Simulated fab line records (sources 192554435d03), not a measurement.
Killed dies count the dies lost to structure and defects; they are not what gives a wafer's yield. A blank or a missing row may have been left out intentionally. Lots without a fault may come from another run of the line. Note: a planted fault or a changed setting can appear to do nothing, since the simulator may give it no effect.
Lot-split experiment / flow n5Finfet / route with 1938 steps; 7 lots, 21 wafers read

== THE SPLIT ==
At N5_BEOL_M6_ETCH_62 (etches SOC in N2/H2, target depth 110 nm, overetch 22 nm, time 165 s), the setting timeS was moved away from the recipe's 165 s on 5 of the 21 wafers read, by -15.9% to +15.8%. All remaining wafers had this setting at the recipe value.

The split's own step is where the reading is taken.

== THE READING ==
SiARC_of_BEOL_M6_COAT_60.thkNm (the simulator's own value, which no gauge read), in nm, at N5_BEOL_M6_ETCH_62 (etches SOC in N2/H2, target depth 110 nm, overetch 22 nm, time 165 s). The file gives no usual value for it. The 16 wafers here that ran the recipe average 28.3 nm, standard deviation 0.35 nm.

wafer=L076.3; tool, chamber at the split=rieDiel-01, 2; timeS as run, s=165; against the recipe=recipe; SiARC_of_BEOL_M6_COAT_60.thkNm, nm=28.8; against lot-mates on the recipe=-
wafer=L076.6; tool, chamber at the split=rieDiel-01, 2; timeS as run, s=165; against the recipe=recipe; SiARC_of_BEOL_M6_COAT_60.thkNm, nm=28.8; against lot-mates on the recipe=-
wafer=L076.4; tool, chamber at the split=rieDiel-01, 3; timeS as run, s=165; against the recipe=recipe; SiARC_of_BEOL_M6_COAT_60.thkNm, nm=28.6; against lot-mates on the recipe=-
wafer=L079.1; tool, chamber at the split=rieDiel-05, 3,1; timeS as run, s=165; against the recipe=recipe; SiARC_of_BEOL_M6_COAT_60.thkNm, nm=28; against lot-mates on the recipe=-
wafer=L079.4; tool, chamber at the split=rieDiel-05, 3,1; timeS as run, s=165; against the recipe=recipe; SiARC_of_BEOL_M6_COAT_60.thkNm, nm=28; against lot-mates on the recipe=-
wafer=L079.6; tool, chamber at the split=rieDiel-05, 0; timeS as run, s=165; against the recipe=recipe; SiARC_of_BEOL_M6_COAT_60.thkNm, nm=27.8; against lot-mates on the recipe=-
wafer=L086.1; tool, chamber at the split=rieDiel-05, 0; timeS as run, s=165; against the recipe=recipe; SiARC_of_BEOL_M6_COAT_60.thkNm, nm=27.8; against lot-mates on the recipe=-
wafer=L086.2; tool, chamber at the split=rieDiel-05, 1; timeS as run, s=165; against the recipe=recipe; SiARC_of_BEOL_M6_COAT_60.thkNm, nm=28; against lot-mates on the recipe=-
wafer=L086.3; tool, chamber at the split=rieDiel-05, 3; timeS as run, s=187.7; against the recipe=+13.8%; SiARC_of_BEOL_M6_COAT_60.thkNm, nm=27.2; against lot-mates on the recipe=-0.7
wafer=L091.1; tool, chamber at the split=rieDiel-01, 3; timeS as run, s=142; against the recipe=-13.9%; SiARC_of_BEOL_M6_COAT_60.thkNm, nm=29.8; against lot-mates on the recipe=+1.4
wafer=L091.2; tool, chamber at the split=rieDiel-01, 1; timeS as run, s=165; against the recipe=recipe; SiARC_of_BEOL_M6_COAT_60.thkNm, nm=28.6; against lot-mates on the recipe=-
wafer=L091.4; tool, chamber at the split=rieDiel-01, 0; timeS as run, s=165; against the recipe=recipe; SiARC_of_BEOL_M6_COAT_60.thkNm, nm=28.2; against lot-mates on the recipe=-
wafer=L094.1; tool, chamber at the split=rieDiel-05, 3; timeS as run, s=191; against the recipe=+15.8%; SiARC_of_BEOL_M6_COAT_60.thkNm, nm=27.2; against lot-mates on the recipe=-0.9
wafer=L094.2; tool, chamber at the split=rieDiel-05, 1; timeS as run, s=165; against the recipe=recipe; SiARC_of_BEOL_M6_COAT_60.thkNm, nm=28; against lot-mates on the recipe=-
wafer=L094.6; tool, chamber at the split=rieDiel-05, 3; timeS as run, s=165; against the recipe=recipe; SiARC_of_BEOL_M6_COAT_60.thkNm, nm=28.2; against lot-mates on the recipe=-
wafer=L092.2; tool, chamber at the split=rieDiel-01, 2; timeS as run, s=184.9; against the recipe=+12.1%; SiARC_of_BEOL_M6_COAT_60.thkNm, nm=28; against lot-mates on the recipe=-0.6
wafer=L092.4; tool, chamber at the split=rieDiel-01, 3; timeS as run, s=165; against the recipe=recipe; SiARC_of_BEOL_M6_COAT_60.thkNm, nm=28.6; against lot-mates on the recipe=-
wafer=L092.6; tool, chamber at the split=rieDiel-01, 3; timeS as run, s=165; against the recipe=recipe; SiARC_of_BEOL_M6_COAT_60.thkNm, nm=28.6; against lot-mates on the recipe=-
wafer=L096.1; tool, chamber at the split=rieDiel-01, 1,3; timeS as run, s=165; against the recipe=recipe; SiARC_of_BEOL_M6_COAT_60.thkNm, nm=28.6; against lot-mates on the recipe=-
wafer=L096.2; tool, chamber at the split=rieDiel-01, 1,3; timeS as run, s=165; against the recipe=recipe; SiARC_of_BEOL_M6_COAT_60.thkNm, nm=28.6; against lot-mates on the recipe=-
wafer=L096.6; tool, chamber at the split=rieDiel-01, 3; timeS as run, s=138.8; against the recipe=-15.9%; SiARC_of_BEOL_M6_COAT_60.thkNm, nm=29.8; against lot-mates on the recipe=+1.2
If several chambers appear in one row, that row covers several wafers at once and the file leaves open which wafer was in which chamber.

THE FIT
A straight line over all 21 wafers: SiARC_of_BEOL_M6_COAT_60.thkNm changes by -0.0795 nm for each +1% of timeS; r = -0.85; the points scatter about the line by 0.36 nm.
The same after taking each lot's own level away (the mean of its wafers on the recipe; 21 wafers): -0.0683 nm for each +1%; r = -0.96; scatter 0.16 nm.
The reading moves by 1.1 nm for the largest change in timeS, on that fit.
Across the lots, their own levels run from 27.90 to 28.73 nm, a range of 2.4 times the standard deviation given above.
Thus the slope moves with the lot-to-lot level: the two fits are different.
Check: +1.11 nm against its lot-mates is what the line predicts for one of the wafers moved furthest among these (-15.9%) when that wafer is left out of the fit. Against them it came out at +1.2 nm.

== THESE WAFERS: OTHER SPLITS ==
Other splits were also applied to these wafers ahead of the reading. Each is held against what the fit with the lots' levels taken away leaves over:
other split on the same wafers=N5_BEOL_M1_COAT_61 spinRpm; wafers away from the commonest value=7; r with SiARC_of_BEOL_M6_COAT_60.thkNm (lot level and that fit taken away)=-0.13
other split on the same wafers=N5_BEOL_M2_ETCH_69 biasW; wafers away from the commonest value=8; r with SiARC_of_BEOL_M6_COAT_60.thkNm (lot level and that fit taken away)=-0.04
other split on the same wafers=N5_BEOL_M2_ETCH_70 biasW; wafers away from the commonest value=3; r with SiARC_of_BEOL_M6_COAT_60.thkNm (lot level and that fit taken away)=+0.13
other split on the same wafers=N5_BEOL_M3_COAT_76 spinRpm; wafers away from the commonest value=3; r with SiARC_of_BEOL_M6_COAT_60.thkNm (lot level and that fit taken away)=-0.17
other split on the same wafers=N5_BEOL_M4_COAT_61 spinRpm; wafers away from the commonest value=7; r with SiARC_of_BEOL_M6_COAT_60.thkNm (lot level and that fit taken away)=-0.22
other split on the same wafers=N5_BEOL_M5_COAT_74 spinRpm; wafers away from the commonest value=3; r with SiARC_of_BEOL_M6_COAT_60.thkNm (lot level and that fit taken away)=+0.16
other split on the same wafers=N5_BEOL_M5_COAT_22 spinRpm; wafers away from the commonest value=10; r with SiARC_of_BEOL_M6_COAT_60.thkNm (lot level and that fit taken away)=+0.04

== THE FILE'S OWN FIT ==
SiARC_of_BEOL_M6_COAT_60.thkNm changes by -0.0676 nm for each +1% of timeS, r = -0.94.
